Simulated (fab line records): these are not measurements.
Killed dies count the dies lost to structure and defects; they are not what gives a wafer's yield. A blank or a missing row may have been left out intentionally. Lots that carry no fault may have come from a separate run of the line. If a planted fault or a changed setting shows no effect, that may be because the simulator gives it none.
Which tool was responsible? | flow n5-finfet | 12 lots, 36 wafers sampled, at 5 steps of a route of 1938

WHAT THE GAUGES SHOWED, per wafer
N5_BEOL_M6_INSPECT_58: inspects for defects (darkfield).
lot  | measured     | on                | raw-defect-count
L074 | day 13 06:35 | defect-inspect-02 | 50 58 53
L077 | day 13 14:22 | defect-inspect-02 | 61 56 42
L078 | day 13 14:39 | defect-inspect-02 | 75 67 61
L080 | day 14 17:20 | defect-inspect-02 | 54 91 57
L082 | day 14 20:47 | defect-inspect-01 | 145 46 116
L084 | day 15 09:20 | defect-inspect-02 | 83 89 109
L089 | day 16 06:20 | defect-inspect-02 | 84 66 86
L088 | day 16 14:29 | defect-inspect-02 | 95 83 110
L092 | day 16 20:13 | defect-inspect-02 | 100 57 119
L093 | day 17 14:26 | defect-inspect-02 | 53 66 48
L095 | day 18 01:24 | defect-inspect-02 | 48 32 57
L097 | day 18 14:47 | defect-inspect-01 | 92 110 54

WHAT TOOL EACH LOT RAN ON (gives the tool, then ch and the chambers of the sampled wafers, and finally the start)
lot  | N5_BEOL_M6_DESCUM_33               | N5_BEOL_M6_STRIP_80                           | N5_BEOL_M6_ALD_77                   | N5_BEOL_M6_ANNEAL_51
L074 | rie-diel-01 ch 0,1, day 13 03:12   | rie-diel-01 ch 0,1, day 13 04:22 or earlier   | ald-metal-03 ch 1,2, day 13 04:22   | rtp-anneal-02 ch 0, day 13 05:55
L077 | rie-diel-05 ch 0,1,3, day 13 10:17 | rie-diel-05 ch 0,1,3, day 13 12:55 or earlier | ald-metal-03 ch 0,3, day 13 12:55   | rtp-anneal-01 ch 0, day 13 13:40
L078 | rie-diel-05 ch 0,3, day 13 10:41   | rie-diel-05 ch 0,3, day 13 13:04 or earlier   | ald-metal-02 ch 0,1,3, day 13 13:04 | rtp-anneal-01 ch 0, day 13 13:53
L080 | rie-diel-05 ch 1,3, day 14 13:54   | rie-diel-05 ch 1,3, day 14 15:10 or earlier   | ald-metal-03 ch 0,1,3, day 14 15:10 | rtp-anneal-01 ch 0, day 14 16:38
L082 | rie-diel-01 ch 1,2, day 14 17:56   | rie-diel-01 ch 1,2, day 14 19:07 or earlier   | ald-metal-02 ch 0,1,3, day 14 19:07 | rtp-anneal-02 ch 0, day 14 20:03
L084 | rie-diel-01 ch 0,1, day 15 06:01   | rie-diel-01 ch 0,1, day 15 07:40 or earlier   | ald-metal-03 ch 0,2, day 15 07:40   | rtp-anneal-01 ch 0, day 15 08:34
L089 | rie-diel-04 ch 0,1,3, day 16 01:12 | rie-diel-04 ch 0,1,3, day 16 03:02 or earlier | ald-metal-02 ch 1,2, day 16 03:02   | rtp-anneal-02 ch 0, day 16 05:35
L088 | rie-diel-04 ch 0,1, day 16 11:20   | rie-diel-04 ch 0,1, day 16 12:39 or earlier   | ald-metal-03 ch 0,2,3, day 16 12:39 | rtp-anneal-01 ch 0, day 16 13:40
L092 | rie-diel-01 ch 0,3, day 16 17:15   | rie-diel-01 ch 0,3, day 16 18:37 or earlier   | ald-metal-01 ch 0,3, day 16 18:37   | rtp-anneal-02 ch 0, day 16 19:34
L093 | rie-diel-05 ch 2,3, day 17 11:17   | rie-diel-05 ch 2,3, day 17 12:42 or earlier   | ald-metal-01 ch 0,1, day 17 12:42   | rtp-anneal-01 ch 0, day 17 13:41
L095 | rie-diel-05 ch 1,2,3, day 17 22:14 | rie-diel-05 ch 1,2,3, day 17 23:21 or earlier | ald-metal-01 ch 0,2,3, day 17 23:21 | rtp-anneal-02 ch 0, day 18 00:39
L097 | rie-diel-05 ch 0,2, day 18 11:25   | rie-diel-05 ch 0,2, day 18 13:07 or earlier   | ald-metal-01 ch 0,1,3, day 18 13:07 | rtp-anneal-02 ch 0, day 18 14:05
- N5_BEOL_M6_DESCUM_33: chemistry O2, time 7 s.
- N5_BEOL_M6_STRIP_80: strips in N2/H2, time 10 s.
- N5_BEOL_M6_ALD_77: deposits TaN, target thk 2 nm, pulse time 2 s, purge time 3 s.
- N5_BEOL_M6_ANNEAL_51: time 90 s.

THE ANSWER, worked out from the rows above alone
Rule: usual is defined by the lots themselves. The widest of any qualifying gaps counts: lots, ordered by their means at a reading, are off when they make up no more than a third of the lots, leave a main group of 4 or more, and stand apart from it by 3 or more times the standard deviation of that group's means. If all means in a main group match to the digits the tables above print for the reading, that group is not used. A lot without any number at a reading at which 4 lots or more have one is off too. Where the step has rows for the other lots, those lots are counted as sound.
None of the lots is off at any reading shown; this tells nothing.

WHAT HAD BEEN PUT IN BY THE SIMULATOR
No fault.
